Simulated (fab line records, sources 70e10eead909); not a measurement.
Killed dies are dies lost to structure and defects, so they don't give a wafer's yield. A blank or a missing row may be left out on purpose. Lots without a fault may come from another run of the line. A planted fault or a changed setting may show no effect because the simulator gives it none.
A struck lot beside a sound one | flow nand_harc | 40 steps out of a route of 1159
Sound: wafers L632.1, L632.4, L632.5. Struck: wafers L642.3, L642.4, L642.5. The cause comes at the end.
At each step with rows: each side's tool, then ch and its chambers, then its first start. Under that, the readings that differ: sound wafers | struck wafers | difference of the means | sigmas: that difference in standard deviations of wafers without a fault.
alike: readings whose means differ by less than 2 such deviations, and words and numbers that are the same on both sides. not compared: withheld readings, readings that some wafer has no value for, bounds like >300 that may hide the same value, and numbers for which the record gives no deviation and whose values overlap.
The two part at a step that has a row with sigmas, a row that says differs or no value, or rows on one side only. Numbers that don't overlap but have no deviation are shown without sigmas and don't part them. A reading that every wafer of one side lacks parts them only if that side has two wafers or more.

first, 3 steps without rows for these wafers: NHARC_A_BLC_EXPOSE_07 (exposes mask A BLC, target cd 100 nm); NHARC_A_BLC_PEB_08 (peb time 65 s); NHARC_A_BLC_DEVELOP_09 (develop time 35 s).
NHARC_A_BLC_CD_MEAS_10: target cd 100 nm.
  sound on cd_sem-02 ch 0, day 19 08:47; struck on cd_sem-02 ch 0, day 21 23:43
  alike: cd_nm
NHARC_A_BLC_OVL_MEAS_11:
  sound on overlay-02, day 19 08:52; struck on overlay-01, day 21 23:49
  alike: overlay_x_nm, overlay_y_nm
NHARC_A_BLC_INSPECT_12:
  sound on defect_inspect-02, day 19 08:54; struck on defect_inspect-02, day 21 23:52
  alike: raw_defect_count
then, 4 steps without rows for these wafers: NHARC_A_BLC_DESCUM_15 (chemistry O2, time 3 s); NHARC_A_BLC_ETCH_16 (etches the open film in CF4, target depth 39 nm, time 65 s); NHARC_A_BLC_ETCH_17 (etches the open film in N2/H2, target depth 390 nm, time 609.38 s); NHARC_A_BLC_ETCH_18 (etches the open film in C4F8/O2/Ar, target depth 910 nm).
NHARC_A_BLC_CD_MEAS_19:
  sound on cd_sem-02, day 19 09:56; struck on cd_sem-01, day 22 00:53
  alike: cd_nm
NHARC_A_BLC_STRIP_29: strips in CF4.
  sound on rie_diel-06 ch 1,3, day 19 10:00; struck on rie_diel-06 ch 0,1,3, day 22 00:59
  alike: cf4_flow_sccm, drypump_motor_current_A, oes_product_au, rf_vpp_V, showerhead_plenum_p_Torr, throttle_valve_pct
  not compared: rf_hours_counter_h
NHARC_A_BLC_STRIP_21: strips in O2.
  sound on rie_diel-06 ch 1,2, day 19 10:07; struck on rie_diel-06 ch 0,2,3, day 22 01:04
  reading      | sound          | struck         | difference | sigmas
  rf_vpp_V (V) | 57.7 56.0 56.5 | 59.5 58.7 58.5 | +2.2       | +2
  alike: drypump_motor_current_A, oes_product_au, showerhead_plenum_p_Torr, throttle_valve_pct
  not compared: rf_hours_counter_h
then, 6 steps without rows for these wafers: NHARC_A_BLC_STRIP_22 (strips in post etch residue remover, time 600 s); NHARC_A_BLC_DEGAS_30 (time 60 s); NHARC_A_BLC_PRE_CLEAN_31 (time 15 s); NHARC_A_BLC_PVD_32 (deposits Ti, target thk 5 nm, time 17.7 s); NHARC_A_BLC_ALD_23 (deposits TiN, target thk 3 nm, pulse time 1 s, ald cycles 150); NHARC_A_BLC_CVD_24 (deposits W, target thk 150 nm, time 434 s).
NHARC_A_BLC_CMP_25: polishes, t overpolish 30 s, target thk 150 nm.
  sound on cmp-01 ch 1,2, day 19 11:34; struck on cmp-02 ch 0,1, day 22 02:28
  alike: motor_current_A, overpolish_run_s, time_to_endpoint_s
then, 11 steps without rows for these wafers: NHARC_A_BLC_SRD_27; NHARC_A_M0_DEP_00 (deposits SiOC, target thk 150 nm); NHARC_A_M0_DEHYDRATE_01 (time 120 s); NHARC_A_M0_HMDS_02 (time 30 s); NHARC_A_M0_COAT_33 (time 65 s); NHARC_A_M0_COAT_03 (resist thk 90 nm); NHARC_A_M0_SOFTBAKE_04 (time 55 s); NHARC_A_M0_EBR_05; NHARC_A_M0_EXPOSE_06 (exposes mask A M0, target cd 80 nm); NHARC_A_M0_PEB_07 (peb time 65 s); NHARC_A_M0_DEVELOP_08 (develop time 35 s).
NHARC_A_M0_CD_MEAS_09: target cd 80 nm.
  sound on cd_sem-01 ch 0, day 19 12:43; struck on cd_sem-03 ch 0, day 22 03:46
  reading    | sound          | struck         | difference | sigmas
  cd_nm (nm) | 79.8 80.1 79.0 | 81.2 83.1 81.9 | +2.4       | +3
NHARC_A_M0_OVL_MEAS_10: pitch 160 nm.
  sound on overlay-02, day 19 12:49; struck on overlay-01, day 22 03:50
  alike: overlay_x_nm, overlay_y_nm
then, 1 step without rows for these wafers: NHARC_A_M0_DESCUM_14 (chemistry O2, time 3 s).
NHARC_A_M0_ETCH_34: etches the open film in N2/H2, target depth 40 nm, overetch 12 nm, time 43.94 s.
  sound on rie_diel-07 ch 0,1,2, day 19 13:00; struck on rie_diel-07 ch 2,3, day 22 04:04
  alike: drypump_motor_current_A, h2_flow_sccm, oes_product_au, rf_fwd_power_W, rf_vpp_V, showerhead_plenum_p_Torr, throttle_valve_pct
  not compared: rf_hours_counter_h
NHARC_A_M0_ETCH_15: etches the open film in C4F8/Ar, target depth 150 nm, overetch 15 nm, time 82.5 s.
  sound on rie_diel-07 ch 1,2; struck on rie_diel-07 ch 0,2
  alike: oes_product_au, rf_fwd_power_W, rf_vpp_V
  not compared: rf_hours_counter_h
NHARC_A_M0_CD_MEAS_16:
  sound on cd_sem-02, day 19 13:13; struck on cd_sem-01, day 22 04:17
  alike: cd_nm
NHARC_A_M0_STRIP_18: strips in N2/H2.
  sound on rie_diel-05 ch 0,2, day 19 13:17; struck on rie_diel-07 ch 0,2,3, day 22 04:21
  alike: drypump_motor_current_A, h2_flow_sccm, oes_product_au, rf_fwd_power_W, rf_vpp_V, showerhead_plenum_p_Torr, throttle_valve_pct
  not compared: rf_hours_counter_h
then, 1 step without rows for these wafers: NHARC_A_M0_STRIP_19 (strips in post etch residue remover, time 600 s).
-- the record jumps here: 2 days lie between the struck wafers' starts before and after (it left off in module A_M0 and takes up again in module END, whose first step shown is number 1159 of the route) --
NHARC_END_SORT_01:
  the record has rows for the struck wafers here (prober-01 ch 0, day 24 06:05) and none for the sound ones

WHERE THEY PART
First at NHARC_A_BLC_STRIP_21; last, within this record, at NHARC_END_SORT_01.

WHY: what the simulator had put in
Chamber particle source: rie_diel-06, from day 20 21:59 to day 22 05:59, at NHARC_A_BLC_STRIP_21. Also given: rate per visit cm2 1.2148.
